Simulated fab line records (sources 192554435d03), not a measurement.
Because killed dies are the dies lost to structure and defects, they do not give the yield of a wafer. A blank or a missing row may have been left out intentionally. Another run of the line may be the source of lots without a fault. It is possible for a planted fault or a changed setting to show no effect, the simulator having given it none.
Split-lot trial -- flow n5 finfet -- route with 1938 steps; 7 lots, 21 wafers read

THE SPLIT
At N5_BEOL_M13_EXPOSE_25 (exposes mask M13, target cd 210 nm), the setting dose mj was moved away from the recipe's 22 on 7 of the 21 wafers read, by -4.1% to +7.0%. For the rest of the wafers, this setting stayed at what the recipe calls for.

FROM THE SPLIT TO THE READING: what the file shows between them, 3 steps
- N5_BEOL_M13_PEB_26: peb time 90 s
- N5_BEOL_M13_DEVELOP_27: develop time 45 s
- N5_BEOL_M13_HARDBAKE_32: time 120 s

THE READING
At N5_BEOL_M13_CD_MEAS_28: cd nm in nanometres, against a target cd of 209.5 nm. Fault-free wafers of this fab line usually give 209.2 nm, standard deviation 0.91 nm.

wafer,"tool, chamber at the split",dose mj as run,against the recipe,"cd nm, nm",against lot-mates on the recipe
L075.3,"krf scanner-02, 0",22,recipe,208.0,-
L075.4,"krf scanner-02, 0",21.56,-2.0%,205.7,-2.3
L075.5,"krf scanner-02, 0",21.56,-2.0%,205.5,-2.5
L076.1,"krf scanner-01, 0",22,recipe,211.2,-
L076.4,"krf scanner-01, 0",22,recipe,209.7,-
L076.6,"krf scanner-01, 0",22,recipe,209.2,-
L077.2,"krf scanner-02, 0",22.58,+2.6%,211.4,+3.6
L077.3,"krf scanner-02, 0",22,recipe,208.2,-
L077.6,"krf scanner-02, 0",22,recipe,207.4,-
L078.1,"krf scanner-02, 0",22,recipe,209.8,-
L078.3,"krf scanner-02, 0",22,recipe,209.1,-
L078.5,"krf scanner-02, 0",21.1,-4.1%,205.4,-4.0
L082.1,"krf scanner-01, 0",22,recipe,209.0,-
L082.3,"krf scanner-01, 0",22,recipe,208.3,-
L082.5,"krf scanner-01, 0",22,recipe,209.2,-
L089.2,"krf scanner-01, 0",23.07,+4.9%,213.7,+4.1
L089.4,"krf scanner-01, 0",23.07,+4.9%,213.9,+4.3
L089.6,"krf scanner-01, 0",22,recipe,209.6,-
L090.2,"krf scanner-01, 0",22,recipe,208.1,-
L090.5,"krf scanner-01, 0",22,recipe,208.9,-
L090.6,"krf scanner-01, 0",23.55,+7.0%,214.2,+5.7

THE FIT
A straight line over all 21 wafers: cd nm changes by +0.934 nm for each +1% of dose mj; r = +0.93; the points scatter about the line by 0.97 nm.
The same after taking each lot's own level away (the mean of its wafers on the recipe; 21 wafers): +0.913 nm for each +1%; r = +0.97; scatter 0.57 nm.
Per that fit: largest dose mj move, reading shift of 6.4 nm.
Across the lots, their own levels run from 207.80 to 210.03 nm, a range of 2.5 times the standard deviation given above.
The two slopes agree, so the slope changes little with the lot-to-lot level.
Check: with one of the wafers moved furthest among these (+7.0%) left out of the fit, the line predicts +6.79 nm for it against its lot-mates. It came out at +5.7 nm against them.

THE WHOLE CHAIN: every reading that the file lists as answering this split, in the file's order
step,what it does,reading,change (the file's fit),r (the file's)
N5_BEOL_M13_CD_MEAS_28,target cd 209.5 nm,cd nm,+0.906 nm for each +1% of the setting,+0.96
N5_BEOL_M13_DESCUM_33,"chemistry O2, time 7.9 s","BEOL_M13.cd nm (the simulator's own value, which no gauge read)",+0.884 nm for each +1% of the setting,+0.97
N5_BEOL_M13_ETCH_67,"etches SiARC in CF4, target depth 143 nm, time 238.3 s","BEOL_M13.cd nm (the simulator's own value, which no gauge read)",+0.814 nm for each +1% of the setting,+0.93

THE FILE'S OWN FIT
cd nm changes by +0.906 nm for each +1% of dose mj, r = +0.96.
